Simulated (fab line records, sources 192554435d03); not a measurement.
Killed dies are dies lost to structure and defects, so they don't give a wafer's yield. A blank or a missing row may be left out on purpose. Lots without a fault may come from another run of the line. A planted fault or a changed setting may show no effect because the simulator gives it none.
A struck lot beside a sound one | flow n5_finfet | 19 steps out of a route of 1938
Sound: wafers L831.1, L831.4, L831.5. Struck: wafer L839.3. (L839.5, L839.6 of the same lot were not struck and are left out.) The cause comes at the end.
At each step with rows: each side's tool, then ch and its chambers, then its first start. Under that, the readings that differ: sound wafers | struck wafers | difference of the means | sigmas: that difference in standard deviations of wafers without a fault.
alike: readings whose means differ by less than 2 such deviations, and words and numbers that are the same on both sides. not compared: withheld readings, readings that some wafer has no value for, bounds like >300 that may hide the same value, and numbers for which the record gives no deviation and whose values overlap.
The two part at a step that has a row with sigmas, a row that says differs or no value, or rows on one side only. Numbers that don't overlap but have no deviation are shown without sigmas and don't part them. A reading that every wafer of one side lacks parts them only if that side has two wafers or more.

N5_BEOL_M3_INSPECT_30: inspects for defects (brightfield).
  sound on defect_inspect-02, day 7 00:26; struck on defect_inspect-01, day 9 01:13
  alike: raw_defect_count
then, 1 step without rows for these wafers: N5_BEOL_M3_DESCUM_33 (chemistry O2, time 7 s).
N5_BEOL_M3_ETCH_77: etches underlayer in N2/H2, target depth 6.5 nm, time 5.2 s.
  sound on rie_diel-03 ch 0,1,3, day 7 00:33; struck on rie_diel-06 ch 1, day 9 01:17
  alike: chamber_pressure_mTorr, drypump_motor_current_A, etch_rf_on_time_s, h2_flow_sccm, oes_product_au, rf_vpp_V, showerhead_plenum_p_Torr, throttle_valve_pct
  not compared: rf_hours_counter_h
then, 1 step without rows for these wafers: N5_BEOL_M3_ETCH_69 (etches SiARC in CF4, target depth 15.6 nm, time 26 s).
N5_BEOL_M3_ALD_98: deposits SiO2, target thk 2.5 nm, pulse time 1 s, co reactant pulse time 1 s.
  sound on ald_sin-02 ch 0,2,3, day 7 00:41; struck on ald_sin-01 ch 0, day 9 01:49
  reading                      | sound             | struck | difference | sigmas
  chamber_pressure_Torr (Torr) | 2.005 2.006 2.000 | 1.992  | -0.012     | -3
  precursor_pulse_height_rel   | 0.998 0.966 0.969 | 1.024  | +0.046     | +2
  alike: heater_power_w
N5_BEOL_M3_ETCHBACK_99: etches SiO2 in CHF3, target depth 5 nm, time 10.4 s.
  sound on rie_diel-03 ch 0,2, day 7 03:10; struck on rie_diel-01 ch 2, day 9 03:23
  reading                        | sound                | struck | difference | sigmas
  chamber_pressure_mTorr (mTorr) | 30.025 29.985 30.013 | 29.951 | -0.057     | -2
  alike: drypump_motor_current_A, oes_product_au, rf_vpp_V, showerhead_plenum_p_Torr, throttle_valve_pct
  not compared: rf_hours_counter_h
then, 5 steps without rows for these wafers: N5_BEOL_M3_ETCH_70 (etches SOC in N2/H2, target depth 80 nm, overetch 16 nm, time 120 s); N5_BEOL_M3_STRIP_71 (strips in N2/H2); N5_BEOL_M3_STRIP_78 (strips in N2/H2); N5_BEOL_M3_VIA_ETCH_34 (etches the open film in C4F6/O2, target depth 69.4 nm, time 65.9 s); N5_BEOL_M3_STRIP_83 (strips in C4F6/O2).
N5_BEOL_M3_STRIP_36: strips in N2/H2.
  sound on rie_diel-03 ch 0,2, day 7 03:22; struck on rie_diel-01 ch 2, day 9 03:35
  reading      | sound          | struck | difference | sigmas
  rf_vpp_V (V) | 61.9 61.1 57.7 | 56.5   | -3.7       | -3
  alike: chamber_pressure_mTorr, drypump_motor_current_A, h2_flow_sccm, oes_product_au, showerhead_plenum_p_Torr, throttle_valve_pct
  not compared: rf_hours_counter_h
N5_BEOL_M3_TRENCH_ETCH_37: etches SiOC in C4F6/O2, target depth 55.555 nm, time 29.2 s.
  sound on rie_diel-03 ch 0,2, day 7 03:24; struck on rie_diel-01 ch 2, day 9 03:38
  reading                                    | sound             | struck | difference | sigmas
  run_length_s (s)                           | 53.2 52.5 52.5    | 41.3   | -11.4      | -26
  model.BEOL_M3.feature_depth_nm (nm)        | 54.8 54.2 54.8    | 36.4   | -18.2      |
  model.etch.depth_nm (nm)                   | 54.74 54.15 54.76 | 36.49  | -18.06     |
  model.TiN_of_BEOL_M3_HM_DEP_02.thk_nm (nm) | 17.8 18 17.8      | 18.8   | +0.9       |
  alike: chamber_pressure_mTorr, drypump_motor_current_A, oes_product_au, rf_vpp_V, showerhead_plenum_p_Torr, throttle_valve_pct
  not compared: rf_hours_counter_h
N5_BEOL_M3_ETCH_41: etches SiCN in CH3F/O2, target depth 29.9 nm, time 52.5 s.
  sound on rie_diel-03 ch 0,2; struck on rie_diel-01 ch 2
  reading          | sound          | struck | difference | sigmas
  run_length_s (s) | 75.9 76.0 76.4 | 75.0   | -1.1       | -3
  alike: CH3F_flow_sccm, chamber_pressure_mTorr, drypump_motor_current_A, oes_product_au, rf_vpp_V, showerhead_plenum_p_Torr, throttle_valve_pct
  not compared: rf_hours_counter_h
then, 1 step without rows for these wafers: N5_BEOL_M3_STRIP_97 (strips in N2/H2, time 10 s).
N5_BEOL_M3_OCD_MEAS_38:
  sound on ocd-01, day 7 03:33; struck on ocd-02, day 9 03:47
  reading              | sound          | struck | difference | sigmas
  trench_depth_nm (nm) | 54.9 54.5 54.5 | 36.5   | -18.1      | -15
then, 1 step without rows for these wafers: N5_BEOL_M3_HM_STRIP_39 (strips TiN in peroxide tin strip, target depth 25 nm, time 158 s).
N5_BEOL_M4_RC_MEAS_101:
  sound on prober-02 ch 0, day 7 23:11; struck on prober-01 ch 0, day 9 20:51
  reading   | sound          | struck | difference | sigmas
  VT_P (mV) | -250 -251 -249 | -258   | -8         | -2
  alike: DIBL_N, DIBL_P, IOFF_N, IOFF_P, ION_N, ION_P, SS_N, SS_P, VT_N
then, 1 step without rows for these wafers: N5_PASSIVATION_PROBE_49.

WHERE THEY PART
First at N5_BEOL_M3_ALD_98; last, within this record, at N5_BEOL_M4_RC_MEAS_101.

WHY: what the simulator had put in
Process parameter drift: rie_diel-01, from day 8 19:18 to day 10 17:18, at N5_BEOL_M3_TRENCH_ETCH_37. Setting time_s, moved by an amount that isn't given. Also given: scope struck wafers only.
